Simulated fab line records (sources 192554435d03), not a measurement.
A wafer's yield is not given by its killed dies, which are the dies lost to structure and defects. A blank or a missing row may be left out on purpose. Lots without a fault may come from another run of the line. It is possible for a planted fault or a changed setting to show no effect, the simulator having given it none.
Matching of chambers | flow n5-finfet | N5_MIM_BOT_ETCH_STRIP_01 on rie-diel-04: 4 sister chambers
The step strips in O2. 4 wafers are shown with their chamber, then 7 later ones without.

WAFERS, EACH WITH ITS CHAMBER
wafer  | chamber | showerhead-plenum-p-Torr (Torr)
L080.6 | 1       | 2.23
L082.6 | 0       | 2.21
L090.1 | 3       | 2.06
L090.4 | 2       | 2.01

WAFERS MISSING THEIR CHAMBER
wafer  | showerhead-plenum-p-Torr (Torr)
L090.5 | 2.01
L093.3 | 2.06
L093.5 | 2.05
L093.6 | 2.00
L094.1 | 2.06
L094.2 | 2.22
L094.4 | 2.21

WHICH CHAMBER EACH ONE RAN IN
wafer  | from the rows above     | in truth
L090.5 | 2                       | 2
L093.3 | 3                       | 3
L093.5 | 3                       | 3
L093.6 | 2                       | 2
L094.1 | 3                       | 3
L094.2 | can't be placed: 1 or 0 | 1
L094.4 | 0                       | 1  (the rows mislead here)
Placed correctly: 5 of 7. Unplaceable from these rows: 1, with the true chamber sitting among the candidates in 1. Number placed wrongly: 1.
How it was worked out, from the rows above alone: a wafer's distance from a chamber is the root of the sum, over the readings, of the square of ((its reading less the chamber's mean) divided by the reading's scatter). If the next closest chamber is less than 2 further off than the closest, the wafer can't be placed; otherwise it belongs to the closest. The mean given for a chamber averages the wafers shown for that chamber. The scatter: with one shown wafer a chamber, the root of the mean of the squares of how far each hidden wafer lies from its nearest shown one.
